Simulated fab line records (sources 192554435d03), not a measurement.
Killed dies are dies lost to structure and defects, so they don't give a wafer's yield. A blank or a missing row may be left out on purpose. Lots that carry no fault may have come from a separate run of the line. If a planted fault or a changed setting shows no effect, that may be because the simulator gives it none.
Matching of chambers | flow n5_finfet | 4 sister chambers for N5_FIN_CUT_STRIP_24 on rie_diel-06
The step strips in CF4. 16 wafers are shown with their chamber, then 8 later ones without.

== WAFERS PAIRED WITH THEIR CHAMBERS ==
wafer  | chamber | drypump_motor_current_A (A) | showerhead_plenum_p_Torr (Torr) | throttle_valve_pct (%)
L074.2 | 0       | 5.9                         | 1.83                            | 13.69
L074.3 | 2       | 5.5                         | 1.78                            | 13.58
L074.6 | 2       | 5.5                         | 1.78                            | 13.58
L076.1 | 2       | 5.4                         | 1.78                            | 13.58
L076.2 | 0       | 5.9                         | 1.83                            | 13.69
L076.5 | 1       | 6.8                         | 1.87                            | 13.76
L077.2 | 1       | 6.7                         | 1.87                            | 13.78
L077.4 | 2       | 5.5                         | 1.78                            | 13.57
L077.5 | 3       | 6.0                         | 1.81                            | 13.41
L079.2 | 1       | 6.8                         | 1.86                            | 13.76
L079.3 | 3       | 6.0                         | 1.81                            | 13.43
L079.4 | 0       | 6.0                         | 1.82                            | 13.71
L088.1 | 1       | 6.8                         | 1.86                            | 13.80
L088.2 | 2       | 5.5                         | 1.77                            | 13.63
L088.4 | 2       | 5.5                         | 1.77                            | 13.61
L089.2 | 0       | 5.9                         | 1.82                            | 13.17

SIGNATURES, as means of the wafers listed above
reading                  | chamber 0 | chamber 1 | chamber 2 | chamber 3 | scatter within a chamber
drypump_motor_current_A  | 5.925     | 6.775     | 5.483     | 6.000     | 0.0441
showerhead_plenum_p_Torr | 1.8250    | 1.8650    | 1.7767    | 1.8100    | 0.00527
throttle_valve_pct       | 13.5650   | 13.7750   | 13.5917   | 13.4200   | 0.133
Rule: a wafer lies at a distance from a chamber equal to the root of the sum of squares, over the readings, of (its reading less the chamber's mean, divided by the reading's scatter). If the next closest chamber is less than 2 further off than the closest, the wafer can't be placed; otherwise it belongs to the closest. The scatter: take each reading less its chamber's mean, square it, sum over the shown wafers, divide by the number of wafers less the number of chambers, and take the root.

== WAFERS MISSING THEIR CHAMBER ==
wafer  | drypump_motor_current_A (A) | showerhead_plenum_p_Torr (Torr) | throttle_valve_pct (%)
L089.4 | 6.0                         | 1.81                            | 13.47
L089.5 | 5.9                         | 1.82                            | 13.14
L093.4 | 5.9                         | 1.82                            | 13.17
L093.5 | 5.9                         | 1.80                            | 13.49
L093.6 | 5.5                         | 1.77                            | 13.04
L095.1 | 6.0                         | 1.80                            | 13.50
L095.3 | 5.5                         | 1.77                            | 13.07
L095.6 | 6.0                         | 1.80                            | 13.49

== THE CHAMBER EACH PASSED THROUGH ==
wafer  | from the rows above     | in truth
L089.4 | 3                       | 3
L089.5 | can't be placed: 0 or 3 | 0
L093.4 | can't be placed: 0 or 3 | 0
L093.5 | can't be placed: 3 or 0 | 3
L093.6 | 2                       | 2
L095.1 | 3                       | 3
L095.3 | 2                       | 2
L095.6 | 3                       | 3
Correct placement for 5 of the 8. These rows do not allow placing 3 (true chamber among the candidates in 3). Number placed wrongly: 0.
